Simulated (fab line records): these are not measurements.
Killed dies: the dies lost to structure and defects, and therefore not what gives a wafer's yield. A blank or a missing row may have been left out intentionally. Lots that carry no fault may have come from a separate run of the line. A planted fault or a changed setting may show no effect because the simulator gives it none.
Problem report in the 8D (eight disciplines) form, filled by code	flow n5 finfet	the parts of the form that need people (team, actions taken, sign-off) are left out

1. PROBLEM STATEMENT
At N5_BEOL_M12_CD_MEAS_10, cd nm averages 132.5 nm over 3 wafers from 2 lots, while fault-free wafers read 139.8 nm, standard deviation 1.3. Measured from the usual mean, that is -5.6 standard deviations.
The step: target cd 140 nm.
Seen first at day 14 07:18 on cd sem-02, wafer L807.1. The record holds 30 wafers of 10 lots with a number at this step. Rule for "out", or "out of limits": more than 4 standard deviations from the usual mean. The rest of the wafers with a number are treated as sound.

2. WHAT IT IS AND WHAT IT IS NOT
question	is	is not
which readings at this step	cd nm	-
which lots	L807, L808	L798, L800, L801, L802, L814, L815, L817, L820
which wafers of those lots	L807.1, L807.5, L808.1	L807.4, L808.4, L808.6
read on which gauges	cd sem-02	cd sem-01, cd sem-03
when	from day 14 07:18	up to then (13 sound wafers); but 14 sound wafers of L808, L814, L815, L817, L820 came after

3. WHAT RULES OUT EACH SUSPECT
Counting: a tool at a process step up to the reading stays a suspect if it ran every lot that is out. Sound lots after the first of them don't rule it out here, since some wafers of a struck lot are sound.
- ruled out: the gauge at N5_BEOL_M12_CD_MEAS_10. All the wafers that are out were read on cd sem-02, but those of them that N5_BEOL_M12_PEB_08 has rows for are out there too, on other tools.
- litho track-03 at N5_BEOL_M12_PEB_08 (peb time 90 s): kept. It processed each lot that is out (first: L807, day 14 07:11); up to then, its last sound lot is L802 (day 12 17:19). Its own heater power total W readings are out on those wafers.
After counting, what remains is litho track-03 at N5_BEOL_M12_PEB_08.

4. THE CAUSE (what the simulator had put in)
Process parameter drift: litho track-03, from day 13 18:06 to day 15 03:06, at N5_BEOL_M12_PEB_08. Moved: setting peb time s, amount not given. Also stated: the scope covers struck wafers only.
Only this tool survived the counting.

5. THE CHAIN OF EFFECTS, in route order
Each row: a reading whose mean over the struck wafers that have a number lies more than 3 standard deviations from the usual. Readings are gone through only where the record gives a usual standard deviation; hours: the median, over the lots, of the time from a lot's start at the first step in this table giving one to that lot's start at this step; sigmas: the change measured in usual standard deviations.
hours	step	reading	usual	on struck wafers	change	sigmas
0	N5_BEOL_M12_PEB_08	heater power total W	172.5 W	200.1	+27.6	+35
0	N5_BEOL_M12_CD_MEAS_10	cd nm	139.8 nm	132.5	-7.3	-5.6
It contains these process steps:
- N5_BEOL_M12_PEB_08: peb time 90 s.

6. WHAT WOULD HAVE CAUGHT IT SOONER
Counted from the fault's start at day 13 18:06, it took 13 hours until the first out-of-limits reading at a measuring or inspecting step in this record, taken at day 14 07:18.
The tool's own readings at N5_BEOL_M12_PEB_08 were out on every struck wafer that the step has a row for (heater power total W): an alarm limit on them would have fired on the first of those.
Of the lots that are out (2), L808 began N5_BEOL_M12_PEB_08 on litho track-03 after day 14 07:18. A tool hold placed at that time would have kept it from harm.
